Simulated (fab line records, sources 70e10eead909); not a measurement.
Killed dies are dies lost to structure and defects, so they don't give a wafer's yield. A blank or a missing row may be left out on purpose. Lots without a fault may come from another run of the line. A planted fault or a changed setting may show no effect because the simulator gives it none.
Chamber matching | flow nand_harc | NHARC_A_CONTACT_ETCH_92 on rie_diel-04: 4 sister chambers
The step etches the open film in CH3F/O2, target depth 40 nm, time 85.7 s. 36 wafers are shown with their chamber, then 12 later ones without.

WAFERS WITH THEIR CHAMBER
wafer  | chamber | showerhead_plenum_p_Torr (Torr) | drypump_motor_current_A (A) | rf_vpp_V (V)
L076.1 | 2       | 2.58                            | 5.7                         | 247.3
L076.2 | 3       | 2.41                            | 5.8                         | 244.2
L076.4 | 0       | 2.38                            | 5.1                         | 243.8
L074.1 | 0       | 2.38                            | 5.1                         | 243.2
L074.5 | 0       | 2.38                            | 5.1                         | 243.3
L074.6 | 3       | 2.41                            | 5.8                         | 242.8
L078.1 | 3       | 2.41                            | 5.8                         | 243.8
L078.3 | 1       | 2.36                            | 5.6                         | 242.8
L078.4 | 1       | 2.36                            | 5.6                         | 242.5
L079.1 | 1       | 2.36                            | 5.6                         | 241.8
L079.2 | 0       | 2.38                            | 5.1                         | 243.5
L079.3 | 3       | 2.41                            | 5.8                         | 243.4
L080.2 | 1       | 2.35                            | 5.6                         | 243.7
L080.3 | 3       | 2.41                            | 5.8                         | 243.7
L080.5 | 3       | 2.41                            | 5.8                         | 243.2
L081.3 | 3       | 2.40                            | 5.8                         | 243.1
L081.5 | 2       | 2.57                            | 5.7                         | 245.8
L081.6 | 0       | 2.38                            | 5.1                         | 243.5
L082.2 | 0       | 2.37                            | 5.0                         | 243.3
L082.4 | 2       | 2.57                            | 5.7                         | 245.3
L082.5 | 2       | 2.57                            | 5.7                         | 246.3
L084.3 | 3       | 2.40                            | 5.8                         | 243.9
L084.5 | 1       | 2.35                            | 5.7                         | 243.9
L084.6 | 2       | 2.57                            | 5.7                         | 246.2
L085.3 | 1       | 2.35                            | 5.6                         | 242.6
L085.4 | 0       | 2.37                            | 5.1                         | 243.7
L085.5 | 3       | 2.40                            | 5.8                         | 243.6
L088.1 | 2       | 2.57                            | 5.7                         | 245.7
L088.3 | 1       | 2.35                            | 5.6                         | 243.2
L088.6 | 2       | 2.57                            | 5.7                         | 244.3
L089.1 | 2       | 2.57                            | 5.7                         | 246.5
L089.4 | 1       | 2.35                            | 5.7                         | 242.0
L089.5 | 0       | 2.37                            | 5.1                         | 243.1
L090.2 | 2       | 2.57                            | 5.7                         | 246.9
L090.3 | 0       | 2.37                            | 5.1                         | 243.7
L090.6 | 1       | 2.35                            | 5.6                         | 242.8

SIGNATURES (means of the wafers above)
reading                  | chamber 0 | chamber 1 | chamber 2 | chamber 3 | scatter within a chamber
showerhead_plenum_p_Torr | 2.3756    | 2.3533    | 2.5711    | 2.4067    | 0.00471
drypump_motor_current_A  | 5.089     | 5.622     | 5.700     | 5.800     | 0.0276
rf_vpp_V                 | 243.456   | 242.811   | 246.033   | 243.522   | 0.621
Rule: a wafer's distance from a chamber is the root of the sum, over the readings, of the square of ((its reading less the chamber's mean) divided by the reading's scatter). The wafer belongs to the nearest chamber; if the next one is less than 2 further off, it can't be placed. The scatter: the root of (the sum of the squares of (reading less its chamber's mean) over the shown wafers, divided by (wafers less chambers)).

WAFERS WITHOUT THEIR CHAMBER
wafer  | showerhead_plenum_p_Torr (Torr) | drypump_motor_current_A (A) | rf_vpp_V (V)
L091.3 | 2.35                            | 5.7                         | 243.3
L091.4 | 2.37                            | 5.0                         | 243.4
L091.5 | 2.57                            | 5.7                         | 246.9
L096.2 | 2.37                            | 5.1                         | 243.8
L096.3 | 2.57                            | 5.7                         | 245.6
L096.4 | 2.35                            | 5.6                         | 241.6
L095.2 | 2.57                            | 5.7                         | 246.3
L095.4 | 2.40                            | 5.8                         | 242.3
L095.5 | 2.40                            | 5.8                         | 244.4
L097.2 | 2.56                            | 5.7                         | 246.4
L097.3 | 2.56                            | 5.7                         | 245.6
L097.6 | 2.56                            | 5.7                         | 245.3

WHICH CHAMBER EACH WENT THROUGH
wafer  | from the rows above | in truth
L091.3 | 1                   | 1
L091.4 | 0                   | 0
L091.5 | 2                   | 2
L096.2 | 0                   | 0
L096.3 | 2                   | 2
L096.4 | 1                   | 1
L095.2 | 2                   | 2
L095.4 | 3                   | 3
L095.5 | 3                   | 3
L097.2 | 2                   | 2
L097.3 | 2                   | 2
L097.6 | 2                   | 2
Placed correctly: 12 of 12. Can't be placed from these rows: 0. Placed wrongly: 0.
